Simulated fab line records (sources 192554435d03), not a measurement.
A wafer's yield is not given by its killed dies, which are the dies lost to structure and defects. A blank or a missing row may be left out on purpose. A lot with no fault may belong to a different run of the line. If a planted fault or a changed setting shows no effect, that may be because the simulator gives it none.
fab line records	flow n5-finfet
[record] lots = 11	wafers = 32	last-day = 17
route steps=1938 shown ZERO_LAYER@14 WELL_APT@21 PASSIVATION@1936
lots with no fault: from the same line, run without faults
start-h: start of the lot's first displayed wafer, in hours after the record's first day	wait-h: hours from the lot's prior step to this one	" identical to the entry in the row above	L1.1+2: several wafers, shown together as one row	- no value present, or no start provided	* or withheld: withheld	< > ~ a bound
route shown NAME@n: names a module that has steps shown in the file, with the first one's number in the route	usual: mean/standard deviation taken from wafers without a fault	same: alike in all rows	chamber/n: place in a boat	sites: the reading at each site	_std_site: standard deviation across them	_edge_site: outer sites' mean less inner sites'	radius-mm: for every site, how far away it sits from the centre of the wafer	mask NAME#n: copy n	behind: tool/chamber where the wafer was last shaped	hold: reason for holding the lot/hours on hold/outcome of the hold	device: whichever transistor did not switch (one of n, p or np)	end of line: the same wafers' tests at the end of the route	a step given without rows: its recipe and nothing more	killed: dies that structure and defects cost at the first sort, which is not the same as the wafer's yield	map: per-die view of a wafer (x killed, . not killed, _ where there is no die)
set.NAME: the run value of the setting; set.NAME@STEP: its run value at that earlier step	model.NAME: the simulator's own value behind a step, which no gauge read
one table for each step of the route and one row for each wafer, over a sample of lots
services: a tool's chamber out of use, with start hour (start-h, from the record's first day; less than 0 if before it), hours out, and reason
[[steps]]
[step N5_ZERO_LAYER_DESCUM_16]
[recipe] chemistry = O2	time-s = 7.9	source-power-w = 50	bias-power-w = 20	pressure-mtorr = 20	rf-frequency-hz = 2.712e+07	temp-c = 40	o2-flow-sccm = 225
[usual] bias-power-w = 20.00/0.06	drypump-motor-current-A = 5.75/0.26	oes-product-au = 0.79/0.086	rf-vpp-V = 243.1/1.2	showerhead-plenum-p-Torr = 2.09/0.066	throttle-valve-pct = 20.47/0.27
lot.wafer	tool	chamber	start-h	wait-h	bias-power-w	drypump-motor-current-A	oes-product-au	rf-hours-counter-h	rf-vpp-V	showerhead-plenum-p-Torr	throttle-valve-pct
L831.2	rie-diel-03	1	36.68	0.0	20.01	6.23	0.74	142	242.3	2.02	20.57
L831.4	"	1	"	"	20.00	6.24	0.74	-	243.0	2.02	20.59
L831.6	"	0	"	"	20.14	5.35	0.75	-	241.7	2.07	20.40
L832.1	rie-diel-05	3	42.98	0.2	20.02	6.14	0.70	226	241.5	1.97	20.85
L832.2	"	1	"	"	19.99	5.74	0.76	120	242.8	2.09	19.94
L832.4	"	0	"	"	19.92	5.86	0.80	107	243.0	2.03	20.63
L833.2	rie-diel-03	3	48.80	0.0	20.04	5.23	0.78	133	243.7	2.09	20.37
L833.3	"	0	"	"	19.98	5.43	0.75	154	243.6	2.07	20.41
L833.6	"	0	"	"	19.99	5.39	0.76	-	243.3	2.07	20.41
L834.1	rie-diel-06	0	54.68	0.0	19.94	5.84	0.76	113	243.4	2.10	20.64
L834.3	"	1	"	"	20.05	5.90	0.77	132	244.7	2.21	20.58
L834.6	"	1	"	"	20.08	5.94	0.76	-	244.7	2.21	20.56
L835.2	rie-diel-06	2	60.81	0.0	19.91	5.51	0.73	175	243.6	2.09	20.41
L835.3	"	1	"	"	20.04	5.90	0.76	134	246.0	2.21	20.55
L835.6	"	0	"	"	19.97	5.84	0.76	-	242.7	2.10	20.62
L838.1	rie-diel-06	3	78.92	0.2	20.00	5.79	0.97	8	243.4	2.15	20.64
L838.4	"	0	"	"	20.03	5.84	0.76	-	242.6	2.10	20.64
L838.5	"	3	"	"	19.99	5.79	0.97	-	244.2	2.15	20.64
L841.2	rie-diel-05	1	96.90	0.3	20.05	5.73	0.74	135	245.0	2.08	19.96
L841.4	"	3	"	"	20.01	6.11	0.68	242	240.9	1.97	20.89
L841.6	"	0	"	"	20.00	5.85	0.79	-	241.5	2.02	20.65
L844.1	rie-diel-03	1	114.90	0.3	20.11	6.18	0.72	167	241.9	2.01	20.61
L844.2	"	0	"	"	19.95	5.37	0.72	175	242.1	2.07	20.44
L847.4	rie-diel-06	1	132.68	0.0	20.02	5.95	0.74	156	243.4	2.20	20.61
L847.5	"	1	"	"	20.06	5.92	0.74	-	243.6	2.20	20.60
L847.6	"	0	"	"	19.96	5.83	0.74	-	242.7	2.10	20.67
L849.1	rie-diel-05	0	144.95	0.3	19.92	5.84	0.77	133	241.4	2.02	20.68
L849.2	"	1	"	"	19.99	5.76	0.75	150	243.3	2.08	19.96
L849.3	"	2	"	"	19.99	5.58	0.87	48	243.9	2.12	20.21
L850.3	rie-diel-05	0	150.71	0.0	19.90	5.84	0.77	134	242.6	2.02	20.68
L850.4	"	0	"	"	19.94	5.86	0.77	-	241.6	2.02	20.68
L850.6	"	1	"	"	19.91	5.72	0.74	-	242.3	2.08	19.97
[step N5_WELL_APT_COAT_02]
[recipe] spin-rpm = 1357	resist-thk-nm = 950
[usual] dispense-pressure-kPa = 52.2/2.8	spin-speed-rpm = 1357.0/0.99
lot.wafer	tool	chamber	start-h	wait-h	dispense-pressure-kPa	spin-speed-rpm
L831.2	litho-track-02	0	37.29	-	54.8	1356.2
L831.4	"	0	"	"	54.8	1355.9
L831.6	"	0	"	"	54.8	1355.7
L832.1	litho-track-02	0	43.59	-	54.8	1357.7
L832.2	"	0	"	"	54.8	1356.4
L832.4	"	0	"	"	54.7	1357.0
L833.2	litho-track-03	0	49.43	-	54.2	1357.5
L833.3	"	0	"	"	54.3	1358.6
L833.6	"	0	"	"	54.3	1357.1
L834.1	litho-track-02	0	55.29	-	54.8	1114.6
L834.3	"	0	"	"	54.8	1115.3
L834.6	"	0	"	"	54.8	1115.0
L835.2	litho-track-03	0	61.41	-	54.3	1357.6
L835.3	"	0	"	"	54.2	1358.3
L835.6	"	0	"	"	54.2	1356.8
L838.1	litho-track-02	0	79.54	-	54.8	1114.7
L838.4	"	0	"	"	54.8	1114.5
L838.5	"	0	"	"	54.8	1114.0
L841.2	litho-track-03	0	97.50	-	54.3	1358.3
L841.4	"	0	"	"	54.3	1357.5
L841.6	"	0	"	"	54.3	1356.6
L844.1	litho-track-05	0	115.51	-	48.8	1357.6
L844.2	"	0	"	"	48.9	1356.4
L847.4	litho-track-05	0	133.29	-	48.9	1356.2
L847.5	"	0	"	"	48.8	1357.7
L847.6	"	0	"	"	48.9	1357.0
L849.1	litho-track-05	0	145.56	-	48.8	1357.2
L849.2	"	0	"	"	48.9	1355.5
L849.3	"	0	"	"	48.9	1357.3
L850.3	litho-track-02	0	151.32	-	54.8	1357.8
L850.4	"	0	"	"	54.8	1358.1
L850.6	"	0	"	"	54.8	1356.3
[step N5_WELL_APT_INSPECT_10]
[recipe] mode = adi	inspect-instrument = macro
[usual] raw-defect-count = 2.1/1.5
lot.wafer	tool	chamber	start-h	wait-h	raw-defect-count
L831.2	defect-inspect-01	-	37.62	0.0	3
L831.4	"	-	"	"	4
L831.6	"	-	"	"	1
L832.1	defect-inspect-01	-	44.03	0.0	0
L832.2	"	-	"	"	1
L832.4	"	-	"	"	6
L833.2	defect-inspect-01	-	49.87	0.0	0
L833.3	"	-	"	"	3
L833.6	"	-	"	"	1
L834.1	defect-inspect-01	-	55.61	0.0	4
L834.3	"	-	"	"	1
L834.6	"	-	"	"	2
L835.2	defect-inspect-02	-	61.74	0.0	4
L835.3	"	-	"	"	2
L835.6	"	-	"	"	2
L838.1	defect-inspect-02	-	79.99	0.0	4
L838.4	"	-	"	"	4
L838.5	"	-	"	"	4
L841.2	defect-inspect-02	-	97.83	0.0	4
L841.4	"	-	"	"	1
L841.6	"	-	"	"	2
L844.1	defect-inspect-01	-	115.95	0.0	1
L844.2	"	-	"	"	3
L847.4	defect-inspect-02	-	133.61	0.0	2
L847.5	"	-	"	"	0
L847.6	"	-	"	"	4
L849.1	defect-inspect-01	-	145.88	0.0	2
L849.2	"	-	"	"	2
L849.3	"	-	"	"	2
L850.3	defect-inspect-01	-	151.64	0.0	3
L850.4	"	-	"	"	2
L850.6	"	-	"	"	5
[step N5_WELL_APT_DESCUM_30]
[recipe] chemistry = O2	time-s = 7.9	source-power-w = 50	bias-power-w = 20	pressure-mtorr = 20	rf-frequency-hz = 2.712e+07	temp-c = 40	o2-flow-sccm = 225
[usual] bias-power-w = 20.00/0.062	drypump-motor-current-A = 5.9/0.35	oes-product-au = 0.78/0.079	rf-vpp-V = 243.6/1.1	showerhead-plenum-p-Torr = 2.12/0.048	throttle-valve-pct = 20.53/0.27
lot.wafer	tool	chamber	start-h	wait-h	bias-power-w	drypump-motor-current-A	oes-product-au	rf-hours-counter-h	rf-vpp-V	showerhead-plenum-p-Torr	throttle-valve-pct
L831.2	rie-diel-02	3	38.79	0.0	19.99	5.6	0.73	168	244.5	2.16	20.29
L831.4	"	3	"	"	19.98	5.6	0.74	-	245.3	2.16	20.29
L831.6	"	2	"	"	20.01	6.0	0.85	-	242.1	2.14	20.12
L832.1	rie-diel-01	2	45.31	0.0	19.94	6.5	0.73	203	244.8	2.15	20.30
L832.2	"	3	"	"	19.96	5.6	0.88	69	244.1	2.14	20.76
L832.4	"	0	"	"	20.00	5.9	0.77	159	241.8	2.02	20.83
L833.2	rie-diel-02	2	51.04	0.0	20.05	6.0	0.84	56	243.4	2.14	20.14
L833.3	"	1	"	"	19.96	6.3	0.71	248	242.3	2.16	20.90
L833.6	"	1	"	"	19.98	6.3	0.70	-	243.0	2.16	20.90
L834.1	rie-diel-04	1	57.09	0.1	20.04	6.6	0.88	25	242.8	2.05	20.31
L834.3	"	2	"	"	19.96	5.4	0.69	195	243.6	2.18	20.73
L834.6	"	3	"	"	19.96	5.2	0.73	-	241.9	2.07	20.69
L835.2	rie-diel-02	3	63.01	0.1	20.15	5.6	0.73	177	244.0	2.15	20.30
L835.3	"	2	"	"	19.91	6.0	0.84	61	241.8	2.14	20.12
L835.6	"	3	"	"	20.03	5.6	0.73	-	242.5	2.15	20.30
L838.1	rie-diel-01	0	83.97	0.0	20.01	5.9	0.76	175	241.4	2.02	20.85
L838.4	"	2	"	"	19.99	6.5	0.71	219	242.5	2.14	20.33
L838.5	"	3	"	"	20.02	5.6	0.85	-	243.3	2.13	20.79
L841.2	rie-diel-01	3	100.10	0.0	19.94	5.6	0.84	91	242.8	2.13	20.81
L841.4	"	0	"	"	19.98	5.9	0.74	180	242.2	2.01	20.88
L841.6	"	0	"	"	20.01	5.9	0.75	-	240.9	2.01	20.86
L844.1	rie-diel-01	3	117.23	0.0	20.03	5.6	0.82	96	243.7	2.13	20.80
L844.2	"	2	"	"	20.05	6.5	0.69	229	243.3	2.14	20.34
L847.4	rie-diel-02	1	135.04	0.0	20.00	6.3	0.91	21	244.6	2.15	20.53
L847.5	"	1	"	"	20.00	6.3	0.91	-	243.7	2.15	20.51
L847.6	"	0	"	"	20.03	5.8	0.77	-	243.5	2.10	20.67
L849.1	rie-diel-02	1	147.17	0.0	20.06	6.2	0.90	25	243.3	2.15	20.52
L849.2	"	3	"	"	20.01	5.6	0.71	204	243.2	2.14	20.35
L849.3	"	2	"	"	20.00	6.0	0.82	87	243.1	2.13	20.19
L850.3	rie-diel-04	3	152.87	0.0	19.96	5.2	0.71	223	244.0	2.06	20.73
L850.4	"	0	"	"	19.95	5.9	0.96	9	245.0	2.14	19.87
L850.6	"	1	"	"	19.94	6.6	0.84	-	241.3	2.04	20.36
[step N5_PASSIVATION_PROBE_49]
[usual] killed_at_M0_to_M3 = 33/9.1	killed_at_M4_up = 14/5.6	killed-at-contacts = 13/5.7	killed-at-front-end = 42/12	killed-at-other = 4/3	killed-dies = 105/16	killed-on-rim = 13/4	killed-open = 69/11	killed-short = 34/7.5
[same] gross-dies = 1180	killed-at-back-side = 0
lot.wafer	tool	chamber	start-h	wait-h	killed_at_M0_to_M3	killed_at_M4_up	killed-at-contacts	killed-at-front-end	killed-at-other	killed-dies	killed-on-rim	killed-open	killed-short
L835.2	prober-02	-	309.78	0.1	36	10	15	28	2	91	13	65	26
L835.3	prober-02	-	309.83	0.1	41	13	16	53	1	124	8	72	51
L835.6	prober-02	-	309.98	0.3	45	3	13	41	4	106	18	63	42
L838.1	prober-01	-	340.73	0.0	24	21	9	53	2	109	11	80	28
L838.4	prober-01	-	340.88	0.2	17	12	16	44	1	90	12	65	22
L838.5	prober-01	-	340.93	0.2	26	12	10	54	4	106	17	72	32
L841.2	prober-01	-	344.75	0.1	27	8	24	67	7	133	17	87	45
L841.4	prober-01	-	344.85	0.2	31	7	32	44	2	116	19	90	25
L841.6	prober-01	-	344.95	0.3	24	17	28	62	2	133	16	95	37
L844.1	prober-01	-	368.26	0.0	27	9	1	18	4	59	10	31	27
L847.4	prober-01	-	382.69	0.2	25	21	8	47	2	103	10	59	42
L847.5	prober-01	-	382.74	0.2	30	16	11	50	0	107	12	62	42
L847.6	prober-01	-	382.79	0.3	45	14	15	41	1	116	18	73	38
// killed by level:class
L835.2 MOL_CONTACT_COAG:geometric-particle:open=11 FIN_SAQP:geometric-particle:open=8 BEOL_M2:geometric-particle:open=7 STI_FIN_REVEAL:geometric-particle:open=6 BEOL_M1:geometric-particle:open=6 BEOL_M0_SAQP:geometric-particle:short=6 BEOL_M0_SAQP:geometric-particle:open=5 BEOL_M3:geometric-particle:open=5
L835.3 STI_FIN_REVEAL:geometric-particle:open=10 FIN_SAQP:geometric-particle:short=9 BEOL_M1:geometric-particle:open=9 MOL_CONTACT_COAG:geometric-particle:open=9 FIN_SAQP:geometric-particle:open=7 MOL_CONTACT_COAG:geometric-particle:short=7 DUMMY_GATE:geometric-particle:open=6 BEOL_M1:geometric-particle:short=6
L835.6 FIN_SAQP:geometric-particle:short=13 FIN_SAQP:geometric-particle:open=11 BEOL_M1:geometric-particle:open=11 BEOL_M0_SAQP:geometric-particle:short=10 BEOL_M3:geometric-particle:open=10 MOL_CONTACT_COAG:geometric-particle:open=9 BEOL_M0_SAQP:geometric-particle:open=4 BEOL_M2:geometric-particle:short=4
L838.1 FIN_SAQP:geometric-particle:open=15 BEOL_M4:geometric-particle:open=11 BEOL_M3:geometric-particle:open=10 STI_FIN_REVEAL:geometric-particle:open=9 GATE_CUT:geometric-particle:open=7 MOL_CONTACT_COAG:geometric-particle:open=7 FIN_SAQP:geometric-particle:short=5 DUMMY_GATE:geometric-particle:open=5
L838.4 MOL_CONTACT_COAG:geometric-particle:open=13 FIN_SAQP:geometric-particle:open=12 STI_FIN_REVEAL:geometric-particle:open=12 BEOL_M3:geometric-particle:open=5 FIN_SAQP:geometric-particle:short=4 BEOL_M1:geometric-particle:open=4 BEOL_M1:geometric-particle:short=4 STI_FIN_REVEAL:geometric-particle:short=3
L838.5 STI_FIN_REVEAL:geometric-particle:open=15 FIN_SAQP:geometric-particle:short=9 MOL_CONTACT_COAG:geometric-particle:open=9 BEOL_M3:geometric-particle:open=8 FIN_SAQP:geometric-particle:open=7 STI_FIN_REVEAL:geometric-particle:short=6 BEOL_M1:geometric-particle:open=6 BEOL_M4:geometric-particle:open=5
L841.2 STI_FIN_REVEAL:geometric-particle:open=22 MOL_CONTACT_COAG:geometric-particle:open=17 FIN_SAQP:geometric-particle:open=15 BEOL_M3:geometric-particle:open=12 STI_FIN_REVEAL:geometric-particle:short=8 MOL_CONTACT_COAG:geometric-particle:short=7 FIN_SAQP:geometric-particle:short=6 GATE_CUT:geometric-particle:short=5
L841.4 MOL_CONTACT_COAG:geometric-particle:open=23 STI_FIN_REVEAL:geometric-particle:open=17 BEOL_M3:geometric-particle:open=15 FIN_SAQP:geometric-particle:open=10 MOL_CONTACT_COAG:geometric-particle:short=8 DUMMY_GATE:geometric-particle:open=5 BEOL_M0_SAQP:geometric-particle:short=5 BEOL_M4:geometric-particle:open=5
L841.6 STI_FIN_REVEAL:geometric-particle:open=23 MOL_CONTACT_COAG:geometric-particle:open=20 FIN_SAQP:geometric-particle:short=13 BEOL_M4:geometric-particle:open=10 FIN_SAQP:geometric-particle:open=9 MOL_CONTACT_COAG:geometric-particle:short=8 BEOL_M3:geometric-particle:open=7 BEOL_M0_SAQP:geometric-particle:open=7
L844.1 BEOL_M0_SAQP:geometric-particle:short=7 BEOL_M3:geometric-particle:open=7 FIN_SAQP:geometric-particle:short=6 BEOL_M1:geometric-particle:open=4 FIN_SAQP:geometric-particle:open=2 ILD0:geometric-particle:open=2 GATE_CUT:geometric-particle:open=2 BEOL_M1:geometric-particle:short=2
L847.4 STI_FIN_REVEAL:geometric-particle:open=12 BEOL_M4:geometric-particle:open=10 FIN_SAQP:geometric-particle:short=9 MOL_CONTACT_COAG:geometric-particle:open=7 BEOL_M3:geometric-particle:open=7 FIN_SAQP:geometric-particle:open=5 ILD0:geometric-particle:short=5 GATE_CUT:geometric-particle:short=5
L847.5 FIN_SAQP:geometric-particle:short=9 STI_FIN_REVEAL:geometric-particle:open=9 MOL_CONTACT_COAG:geometric-particle:open=8 BEOL_M4:geometric-particle:short=7 STARTING-WAFER:geometric-particle:open=7 BEOL_M0_SAQP:geometric-particle:short=6 GATE_CUT:geometric-particle:short=6 BEOL_M2:geometric-particle:open=6
L847.6 MOL_CONTACT_COAG:geometric-particle:open=13 STI_FIN_REVEAL:geometric-particle:open=12 BEOL_M0_SAQP:geometric-particle:open=12 BEOL_M0_SAQP:geometric-particle:short=11 GATE_CUT:geometric-particle:short=6 BEOL_M3:geometric-particle:open=6 FIN_SAQP:geometric-particle:open=4 DUMMY_GATE:geometric-particle:open=4
[[services]]
tool	chamber	start-h	hours	kind
rie-diel-06	-	16.29	2.8	pm
rie-diel-05	-	23.95	0.3	repair
rie-diel-03	2	25.30	3.7	repair
litho-track-02	-	27.32	-	consumable-replace:filter
rie-diel-02	2	28.82	5.0	repair
rie-diel-03	-	29.07	2.4	repair
rie-diel-06	3	33.66	-	clean
rie-diel-06	3	33.66	-	consumable-replace:focus-ring
rie-diel-06	3	33.66	20.0	scheduled-down
rie-diel-03	2	33.91	5.2	repair
rie-diel-05	1	55.98	6.4	repair
rie-diel-05	0	58.55	9.7	repair
rie-diel-02	1	59.17	-	clean
rie-diel-02	1	59.17	-	consumable-replace:focus-ring
rie-diel-02	1	59.17	15.3	scheduled-down
rie-diel-02	1	59.17	15.3	vent-cycle
rie-diel-02	-	63.58	14.6	pm
rie-diel-01	-	72.88	0.5	repair
rie-diel-03	-	76.83	0.6	repair
rie-diel-06	2	78.81	9.3	repair
rie-diel-03	2	100.80	22.0	repair
rie-diel-06	1	113.13	2.7	repair
rie-diel-04	3	133.21	1.2	repair
rie-diel-05	2	147.57	7.4	repair
[[key]]
[first-sign] step = N5_WELL_APT_COAT_02	reading = spin-speed-rpm	direction = down	sigmas = 99+	usual = *	struck = *
effect none on later readings
met-at N5_WELL_APT_COAT_02
struck-lots L834,L838
tester-left-out L834,L838
not-acting-at N5_ZERO_LAYER_DESCUM_16,N5_WELL_APT_INSPECT_10,N5_WELL_APT_DESCUM_30
onset-between 43.59 55.29
[fault] kind = process-parameter-drift	tool = litho-track-02	chamber = -	onset-h = 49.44	steps = N5_WELL_APT_COAT_02	channel = spin-rpm	offset = *	shape = step	end-h = 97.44	acts-in = *	stated = *
// tester-left-out: of these lots the tester's yield and bins aren't shown, on N5 and GAA mostly nor the transistor test; their killed dies are dies lost to structure and defects alone, not to doping, threshold or leakage, so they don't give the yield
